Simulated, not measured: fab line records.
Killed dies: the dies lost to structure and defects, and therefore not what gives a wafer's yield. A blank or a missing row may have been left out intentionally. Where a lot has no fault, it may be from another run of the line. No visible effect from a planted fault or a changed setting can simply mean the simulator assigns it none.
A lot that was struck, set against a sound lot | flow nand_harc | 11 out of 1302 route steps
Sound: the wafers L913.1, L913.4, L913.5. Wafers struck: L926.1, L926.2, L926.3. At the end, the cause is stated.
Per side, at each step with rows, come the tool, then ch with its chambers, and then its first start. Under that, the readings that differ: sound wafers | struck wafers | difference of the means | sigmas: that difference in standard deviations of wafers without a fault.
alike: same words and numbers on both sides, and readings whose means sit less than 2 such deviations apart. not compared: any withheld reading, any reading some wafer has no value for, any bound like >300 that may hide the same value, and any number with overlapping values for which the record gives no deviation.
Wherever a step has rows on one side only, a row that says differs or no value, or a row with sigmas, the two part there. Numbers that have no deviation but don't overlap get no sigmas and don't part them. A reading that every wafer of one side lacks parts them only if that side has two wafers or more.

NHARC_A_STAIRCASE_DEP_322: deposits SiO2, target thk 7200 nm.
  sound on pecvd-03 ch 0,1, day 18 22:22; struck on pecvd-01 ch 0,1,2, day 24 08:08
  reading            | sound       | struck      | difference | sigmas
  heater_power_w (W) | 554 556 447 | 662 697 800 | +201       | +2
  alike: rf_fwd_power_W
then, 1 step without rows for these wafers: NHARC_A_STAIRCASE_ANNEAL_323 (time 1800 s).
NHARC_A_STAIRCASE_DEP_325: deposits SiO2, target thk 7200 nm.
  sound on pecvd-01 ch 1,2, day 19 06:19; struck on pecvd-02 ch 0,1,2, day 24 17:12
  alike: heater_power_w, rf_fwd_power_W
then, 6 steps without rows for these wafers: NHARC_A_STAIRCASE_ANNEAL_326 (time 1800 s); NHARC_A_STAIRCASE_DEHYDRATE_433 (time 120 s); NHARC_A_STAIRCASE_HMDS_434 (time 30 s); NHARC_A_STAIRCASE_COAT_435; NHARC_A_STAIRCASE_SOFTBAKE_436 (time 170 s); NHARC_A_STAIRCASE_EBR_437.
NHARC_A_STAIRCASE_EXPOSE_438: exposes mask STAIR REV.
  struck on krf_scanner-01, day 25 00:47; sound on krf_scanner-02 ch 0, day 19 16:12
  no value came back on the struck wafers for exposure_dose_mJ_cm2, focus_offset_nm (nm); on the sound wafers exposure_dose_mJ_cm2 reads 28.93 28.96 28.94
  alike: mask
then, 1 step without rows for these wafers: NHARC_A_STAIRCASE_PEB_439 (peb time 130 s).

## WHERE THEY PART
At NHARC_A_STAIRCASE_DEP_322 first; at NHARC_A_STAIRCASE_EXPOSE_438 last (within this record only).

WHY: whatever the simulator had introduced
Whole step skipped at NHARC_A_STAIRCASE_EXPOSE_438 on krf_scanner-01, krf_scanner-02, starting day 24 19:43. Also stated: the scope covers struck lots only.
